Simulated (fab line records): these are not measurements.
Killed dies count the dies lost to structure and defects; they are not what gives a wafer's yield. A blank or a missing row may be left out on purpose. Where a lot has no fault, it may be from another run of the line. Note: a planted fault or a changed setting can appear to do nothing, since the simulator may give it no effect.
Split-lot study / flow n5_finfet / 21 wafers read from 7 lots, route of 1938 steps

## THE SPLIT ITSELF
At N5_DUMMY_GATE_PECVD_30 (deposits SiO2 from TEOS/O2, target thk 55 nm, time 10.8 s), the setting time_s was moved away from the recipe's 10.8 s on 4 of the 21 wafers read, by -11.8% to -8.1%. The other wafers ran this setting at the recipe's value.

The reading comes from the split's own step.

## THE READING
SiO2_of_DUMMY_GATE_PECVD_30.thk_nm (the simulator's own value, which no gauge read), in nm, at N5_DUMMY_GATE_PECVD_30 (deposits SiO2 from TEOS/O2, target thk 55 nm, time 10.8 s). No usual value for it is given in the file. The 17 wafers here that ran the recipe average 54.8 nm, standard deviation 0.54 nm.

wafer=L076.1; tool, chamber at the split=pecvd-04, 1; time_s as run, s=10.8; against the recipe=recipe; SiO2_of_DUMMY_GATE_PECVD_30.thk_nm, nm=54.6; against lot-mates on the recipe=-
wafer=L076.3; tool, chamber at the split=pecvd-04, 0; time_s as run, s=10.8; against the recipe=recipe; SiO2_of_DUMMY_GATE_PECVD_30.thk_nm, nm=54.4; against lot-mates on the recipe=-
wafer=L076.6; tool, chamber at the split=pecvd-04, 1; time_s as run, s=10.8; against the recipe=recipe; SiO2_of_DUMMY_GATE_PECVD_30.thk_nm, nm=55.4; against lot-mates on the recipe=-
wafer=L078.2; tool, chamber at the split=pecvd-01, 2; time_s as run, s=10.8; against the recipe=recipe; SiO2_of_DUMMY_GATE_PECVD_30.thk_nm, nm=55; against lot-mates on the recipe=-
wafer=L078.3; tool, chamber at the split=pecvd-01, 0; time_s as run, s=10.8; against the recipe=recipe; SiO2_of_DUMMY_GATE_PECVD_30.thk_nm, nm=54; against lot-mates on the recipe=-
wafer=L078.6; tool, chamber at the split=pecvd-01, 2; time_s as run, s=10.8; against the recipe=recipe; SiO2_of_DUMMY_GATE_PECVD_30.thk_nm, nm=55.4; against lot-mates on the recipe=-
wafer=L080.1; tool, chamber at the split=pecvd-01, 1; time_s as run, s=10.8; against the recipe=recipe; SiO2_of_DUMMY_GATE_PECVD_30.thk_nm, nm=54.4; against lot-mates on the recipe=-
wafer=L080.5; tool, chamber at the split=pecvd-01, 2; time_s as run, s=9.528; against the recipe=-11.8%; SiO2_of_DUMMY_GATE_PECVD_30.thk_nm, nm=49; against lot-mates on the recipe=-5.8
wafer=L080.6; tool, chamber at the split=pecvd-01, 0; time_s as run, s=10.8; against the recipe=recipe; SiO2_of_DUMMY_GATE_PECVD_30.thk_nm, nm=55.2; against lot-mates on the recipe=-
wafer=L085.1; tool, chamber at the split=pecvd-01, 0; time_s as run, s=9.92; against the recipe=-8.1%; SiO2_of_DUMMY_GATE_PECVD_30.thk_nm, nm=50.6; against lot-mates on the recipe=-4.2
wafer=L085.2; tool, chamber at the split=pecvd-01, 1; time_s as run, s=10.8; against the recipe=recipe; SiO2_of_DUMMY_GATE_PECVD_30.thk_nm, nm=54.8; against lot-mates on the recipe=-
wafer=L085.4; tool, chamber at the split=pecvd-01, 2; time_s as run, s=9.92; against the recipe=-8.1%; SiO2_of_DUMMY_GATE_PECVD_30.thk_nm, nm=51.2; against lot-mates on the recipe=-3.6
wafer=L086.1; tool, chamber at the split=pecvd-04, 1; time_s as run, s=10.8; against the recipe=recipe; SiO2_of_DUMMY_GATE_PECVD_30.thk_nm, nm=53.6; against lot-mates on the recipe=-
wafer=L086.4; tool, chamber at the split=pecvd-04, 1; time_s as run, s=10.8; against the recipe=recipe; SiO2_of_DUMMY_GATE_PECVD_30.thk_nm, nm=55.2; against lot-mates on the recipe=-
wafer=L086.6; tool, chamber at the split=pecvd-04, 0; time_s as run, s=10.8; against the recipe=recipe; SiO2_of_DUMMY_GATE_PECVD_30.thk_nm, nm=54.4; against lot-mates on the recipe=-
wafer=L093.2; tool, chamber at the split=pecvd-04, 0; time_s as run, s=10.8; against the recipe=recipe; SiO2_of_DUMMY_GATE_PECVD_30.thk_nm, nm=54.4; against lot-mates on the recipe=-
wafer=L093.5; tool, chamber at the split=pecvd-04, 0; time_s as run, s=9.582; against the recipe=-11.3%; SiO2_of_DUMMY_GATE_PECVD_30.thk_nm, nm=49.6; against lot-mates on the recipe=-5.2
wafer=L093.6; tool, chamber at the split=pecvd-04, 1; time_s as run, s=10.8; against the recipe=recipe; SiO2_of_DUMMY_GATE_PECVD_30.thk_nm, nm=55.2; against lot-mates on the recipe=-
wafer=L094.1; tool, chamber at the split=pecvd-04, 2; time_s as run, s=10.8; against the recipe=recipe; SiO2_of_DUMMY_GATE_PECVD_30.thk_nm, nm=54.6; against lot-mates on the recipe=-
wafer=L094.4; tool, chamber at the split=pecvd-04, 1; time_s as run, s=10.8; against the recipe=recipe; SiO2_of_DUMMY_GATE_PECVD_30.thk_nm, nm=55.6; against lot-mates on the recipe=-
wafer=L094.6; tool, chamber at the split=pecvd-04, 2; time_s as run, s=10.8; against the recipe=recipe; SiO2_of_DUMMY_GATE_PECVD_30.thk_nm, nm=55.4; against lot-mates on the recipe=-

THE FIT
A straight line over all 21 wafers: SiO2_of_DUMMY_GATE_PECVD_30.thk_nm changes by +0.478 nm for each +1% of time_s; r = +0.97; the points scatter about the line by 0.53 nm.
The same after taking each lot's own level away (the mean of its wafers on the recipe; 21 wafers): +0.478 nm for each +1%; r = +0.97; scatter 0.48 nm.
Per that fit: largest time_s move, reading shift of 5.6 nm.
The lots' own levels span 54.40 to 55.20 nm, that is 1.5 times the standard deviation above.
The two slopes are in agreement: the lot-to-lot level therefore moves the slope only a little.
Check: -5.54 nm against its lot-mates is what the line predicts for one of the wafers moved furthest among these (-11.8%) when that wafer is left out of the fit. It came out at -5.8 nm against them.

## THESE WAFERS: OTHER SPLITS
Other splits were also applied to these wafers ahead of the reading. Each is held against what the fit with the lots' levels taken away leaves over:
other split on the same wafers=N5_WELL_APT_COAT_02 spin_rpm; wafers away from the commonest value=8; r with SiO2_of_DUMMY_GATE_PECVD_30.thk_nm (lot level and that fit taken away)=+0.10
other split on the same wafers=N5_FIN_SAQP_HM_DEP_03 time_s; wafers away from the commonest value=10; r with SiO2_of_DUMMY_GATE_PECVD_30.thk_nm (lot level and that fit taken away)=-0.17
other split on the same wafers=N5_FIN_SAQP_PECVD_06 time_s; wafers away from the commonest value=6; r with SiO2_of_DUMMY_GATE_PECVD_30.thk_nm (lot level and that fit taken away)=+0.07
other split on the same wafers=N5_FIN_SAQP_SPACER1_ALD_24 temp_c; wafers away from the commonest value=8; r with SiO2_of_DUMMY_GATE_PECVD_30.thk_nm (lot level and that fit taken away)=-0.13
other split on the same wafers=N5_FIN_SAQP_COAT_68 temp_c; wafers away from the commonest value=6; r with SiO2_of_DUMMY_GATE_PECVD_30.thk_nm (lot level and that fit taken away)=-0.03

## FILE'S OWN FIT
SiO2_of_DUMMY_GATE_PECVD_30.thk_nm changes by +0.478 nm for each +1% of time_s, r = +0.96.
